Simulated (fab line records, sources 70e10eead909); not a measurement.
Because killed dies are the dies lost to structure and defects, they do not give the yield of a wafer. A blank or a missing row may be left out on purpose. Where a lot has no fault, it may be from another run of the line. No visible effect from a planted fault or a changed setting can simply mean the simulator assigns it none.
The tool behind it: which one? -- flow nandHarc -- Sampling: 15 lots, 43 wafers, 4 of 1302 route steps

== WHAT EACH GAUGE READ, for each wafer ==
NHARC_A_SOURCE_PLATE_INSPECT_08.
lot,measured,on,rawDefectCount
L436,day 7 19:25,defectInspect-01,65 70 91
L438,day 8 08:36,defectInspect-01,72 114 47
L437,day 8 08:36,defectInspect-02,76 74 122
L439,day 9 01:19,defectInspect-01,36 39 54
L440,day 9 13:46,defectInspect-02,42 87 58
L441,day 9 17:34,defectInspect-02,35 56 68
L443,day 10 11:14,defectInspect-02,85 59 49
L442,day 10 11:14,defectInspect-01,90 39 95
L444,day 11 06:08,defectInspect-02,46 56 48
L445,day 11 06:10,defectInspect-02,81 89 62
L448,day 12 14:38,defectInspect-02,51 34 59
L451,day 14 06:38,defectInspect-02,54 85
L452,day 14 13:27,defectInspect-01,60 60
L454,day 15 05:36,defectInspect-01,49 103 96
L458,day 17 00:23,defectInspect-02,55 46 42

NHARC_A_ONON_D1_THK_MEAS_11: measures by ellipsometry.
lot,measured,on,thkNm (nm)
L436,day 7 21:41,filmMetro-02,997 998 997
L438,day 8 10:53,filmMetro-01,1018 1017 1017
L437,day 8 10:53,filmMetro-02,996 997 995
L439,day 9 03:35,filmMetro-02,1019 1019 1020
L440,day 9 16:01,filmMetro-02,1021 1022 1022
L441,day 9 19:49,filmMetro-02,1000 999 999
L443,day 10 13:33,filmMetro-01,1006 1007 1007
L442,day 10 13:30,filmMetro-02,1006 1004 1004
L444,day 11 08:25,filmMetro-02,986 987 985
L445,day 11 08:30,filmMetro-01,996 997 998
L448,day 12 16:55,filmMetro-02,1019 1018 1017
L451,day 14 08:57,filmMetro-02,1013 1013
L452,day 14 15:44,filmMetro-01,995 995
L454,day 15 07:53,filmMetro-01,987 987 987
L458,day 17 02:41,filmMetro-01,992 994 994

NHARC_A_ONON_D1_THK_MEAS_30: measures by ellipsometry.
lot,measured,on,thkNm (nm)
L436,day 8 08:15,filmMetro-02,1002 1001 1001
L438,day 9 00:34,filmMetro-02,994 995 993
L437,day 9 00:15,filmMetro-02,998 998 1000
L439,day 9 14:54,filmMetro-02,1019 1020 1018
L440,day 10 03:24,filmMetro-02,997 997 999
L441,day 10 03:20,filmMetro-01,1002 1003 1002
L443,day 11 04:10,filmMetro-01,987 985 986
L442,day 11 04:09,filmMetro-02,988 987 988
L444,day 11 21:42,filmMetro-02,1006 1006 1005
L445,day 11 21:42,filmMetro-01,1001 1000 1001
L448,day 13 03:58,filmMetro-02,1006 1004 1004
L451,day 14 19:36,filmMetro-02,1016 1337
L452,day 15 02:52,filmMetro-01,1005 1329
L454,day 15 22:04,filmMetro-01,1001 1002 1324
L458,day 17 13:37,filmMetro-01,997 995 996

== EACH LOT AND THE TOOL THAT RAN IT (in order: tool; ch and the chambers of the sampled wafers; start) ==
lot,NHARC_A_ONON_D1_DEP_28
L436,"pecvdOnon-01 ch 0, day 8 07:48"
L438,"pecvdOnon-04 ch 0, day 9 00:07"
L437,"pecvdOnon-01 ch 0, day 8 23:48"
L439,"pecvdOnon-02 ch 0, day 9 14:24"
L440,"pecvdOnon-04 ch 0, day 10 02:54"
L441,"pecvdOnon-01 ch 0, day 10 02:53"
L443,"pecvdOnon-04 ch 0, day 11 03:39"
L442,"pecvdOnon-02 ch 0, day 11 03:38"
L444,"pecvdOnon-01 ch 0, day 11 21:15"
L445,"pecvdOnon-04 ch 0, day 11 21:15"
L448,"pecvdOnon-01 ch 0, day 13 03:38"
L451,"pecvdOnon-01 ch 0, day 14 19:08"
L452,"pecvdOnon-01 ch 0, day 15 02:22"
L454,"pecvdOnon-01 ch 0, day 15 21:33"
L458,"pecvdOnon-02 ch 0, day 17 13:10"
- NHARC_A_ONON_D1_DEP_28: target thk 1000 nm.

== AS READ BY THE TOOLS THEMSELVES (means over the sampled wafers that have a number; for cases with no such wafer, the mark the record gives instead) ==
The record holds no such reading with a usual standard deviation.

== THE ANSWER, worked out from the rows above alone ==
Rule: usual is defined by the lots themselves. The widest of any qualifying gaps counts: lots, ordered by their means at a reading, are off when they make up no more than a third of the lots, leave a main group of 4 or more, and stand apart from it by 3 or more times the standard deviation of that group's means. A main group is skipped when, at the precision printed for the reading in the tables above, its means are all equal. Also off: a lot with no number at a reading for which 4 or more lots have one. Any other lot the step has rows for is counted as sound. Order of review: gauges by route order, followed by the tools' own readings, for which a lot's mean as printed above is used. At the first step where some lot is off, the reading lying furthest off is the one used; lots without a number count as furthest.
Off, at NHARC_A_ONON_D1_THK_MEAS_30 on thkNm: L451, L452, L454. Main group: mean 999 nm, sd 8.3.
A tool fits if, at a process step before that reading, it ran every lot that is off, and no sound lot after the first of them. Gauges at NHARC_A_ONON_D1_THK_MEAS_30: tried the same way as those tools. One fits: NHARC_A_ONON_D1_DEP_28 on pecvdOnon-01. Its last sound lot is L448 (day 13 03:38), its first lot that is off L451 (day 14 19:08): a fault that began between those two fits.

== WHAT THE SIMULATOR PUT IN ==
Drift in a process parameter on pecvdOnon-01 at NHARC_A_ONON_D1_DEP_28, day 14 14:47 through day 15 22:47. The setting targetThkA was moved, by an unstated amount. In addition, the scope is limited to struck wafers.
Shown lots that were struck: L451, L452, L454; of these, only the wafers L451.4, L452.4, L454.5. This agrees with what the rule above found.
